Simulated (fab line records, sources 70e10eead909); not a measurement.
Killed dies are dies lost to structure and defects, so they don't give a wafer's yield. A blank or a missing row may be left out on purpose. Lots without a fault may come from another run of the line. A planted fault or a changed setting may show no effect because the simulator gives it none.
Chamber matching | flow nand_harc | NHARC_A_WL_FILL_STRIP_29 on rie_diel-13: 4 sister chambers
The step strips in O2, time 20 s. 8 wafers are shown with their chamber, then 11 later ones without.

WAFERS WITH THEIR CHAMBER
wafer  | chamber | drypump_motor_current_A (A) | oes_product_au (a.u.)
L083.2 | 0       | 6.8                         | 1.001
L089.1 | 3       | 6.1                         | 0.998
L089.4 | 2       | 6.0                         | 0.984
L089.5 | 2       | 6.1                         | 0.978
L088.3 | 3       | 6.1                         | 1.004
L088.4 | 1       | 5.9                         | 1.005
L088.5 | 1       | 5.9                         | 1.010
L090.1 | 0       | 6.8                         | 0.995

WAFERS WITHOUT THEIR CHAMBER
wafer  | drypump_motor_current_A (A) | oes_product_au (a.u.)
L090.3 | 6.1                         | 0.992
L090.6 | 5.9                         | 1.014
L095.2 | 6.1                         | 0.991
L095.5 | 6.0                         | 1.003
L095.6 | 6.8                         | 0.993
L097.3 | 6.8                         | 0.996
L097.4 | 6.1                         | 0.995
L097.6 | 6.8                         | 0.984
L096.3 | 5.9                         | 1.002
L096.4 | 6.1                         | 1.007
L096.5 | 6.1                         | 0.998

WHICH CHAMBER EACH WENT THROUGH
wafer  | from the rows above     | in truth
L090.3 | can't be placed: 3 or 2 | 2
L090.6 | 1                       | 1
L095.2 | can't be placed: 3 or 2 | 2
L095.5 | can't be placed: 3 or 1 | 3
L095.6 | 0                       | 0
L097.3 | 0                       | 0
L097.4 | 3                       | 3
L097.6 | 0                       | 0
L096.3 | 1                       | 1
L096.4 | 3                       | 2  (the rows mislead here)
L096.5 | 3                       | 3
Placed correctly: 7 of 11. Can't be placed from these rows: 3 (the true chamber is among the candidates in 3). Placed wrongly: 1.
How it was worked out, from the rows above alone: a wafer's distance from a chamber is the root of the sum, over the readings, of the square of ((its reading less the chamber's mean) divided by the reading's scatter). The wafer belongs to the nearest chamber; if the next one is less than 2 further off, it can't be placed. A chamber's mean is the mean of its shown wafers. The scatter: the root of (the sum of the squares of (reading less its chamber's mean) over the shown wafers, divided by (wafers less chambers)).
